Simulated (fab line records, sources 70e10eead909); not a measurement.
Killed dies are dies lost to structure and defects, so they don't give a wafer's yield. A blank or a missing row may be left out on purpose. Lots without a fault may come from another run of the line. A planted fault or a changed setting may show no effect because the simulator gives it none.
Which tool did it? | flow nand_harc | 6 lots, 18 wafers sampled, at 2 steps of a route of 1159

WHAT THE GAUGES READ, wafer by wafer
NHARC_P_ZERO_WELL_CD_MEAS_24: target cd 720 nm.
lot  | measured    | on        | cd_nm (nm)
L854 | day 1 20:35 | cd_sem-01 | 720.9 722.2 718.9
L856 | day 2 08:35 | cd_sem-03 | 718.1 718.3 721.3
L858 | day 2 20:28 | cd_sem-03 | 721.5 717.0 720.5
L860 | day 3 08:28 | cd_sem-03 | 717.8 720.8 721.1
L862 | day 3 20:47 | cd_sem-01 | 721.3 720.5 721.7
L869 | day 5 14:36 | cd_sem-01 | - - -

WHICH TOOL RAN EACH LOT (tool, then ch and the chambers of the sampled wafers, then the start)
lot  | NHARC_P_ZERO_WELL_EXPOSE_21
L854 | krf_scanner-01 ch 0, day 1 20:26
L856 | krf_scanner-01 ch 0, day 2 08:26
L858 | krf_scanner-01 ch 0, day 2 20:19
L860 | krf_scanner-03 ch 0, day 3 08:19
L862 | krf_scanner-04 ch 0, day 3 20:38
L869 | krf_scanner-01 ch 0, day 5 14:27
- NHARC_P_ZERO_WELL_EXPOSE_21: exposes mask P NWELL, target cd 720 nm.

THE ANSWER, worked out from the rows above alone
Rule: what is usual is taken from the lots themselves. Put in order of their means at a reading, lots are off if they are a third of the lots or fewer, leave a main group of 4 or more, and stand apart from it by a gap of 3 or more times the standard deviation of the main group's means; of several such gaps the widest counts. A main group whose means are all the same, to the digits that the tables above print for the reading, isn't used. A lot without any number at a reading at which 4 lots or more have one is off too. The other lots that the step has rows for count as sound.
Off: L869, at NHARC_P_ZERO_WELL_CD_MEAS_24 (cd_nm). Without a number there: L869. The main group: mean 720.1 nm, standard deviation 0.7.
A tool fits if, at a process step before that reading, it ran every lot that is off, and no sound lot after the first of them. The gauges at NHARC_P_ZERO_WELL_CD_MEAS_24 are tried like those tools. Can't be told from this: 2 tools fit, krf_scanner-01 at NHARC_P_ZERO_WELL_EXPOSE_21, cd_sem-01 at NHARC_P_ZERO_WELL_CD_MEAS_24.

WHAT THE SIMULATOR HAD PUT IN
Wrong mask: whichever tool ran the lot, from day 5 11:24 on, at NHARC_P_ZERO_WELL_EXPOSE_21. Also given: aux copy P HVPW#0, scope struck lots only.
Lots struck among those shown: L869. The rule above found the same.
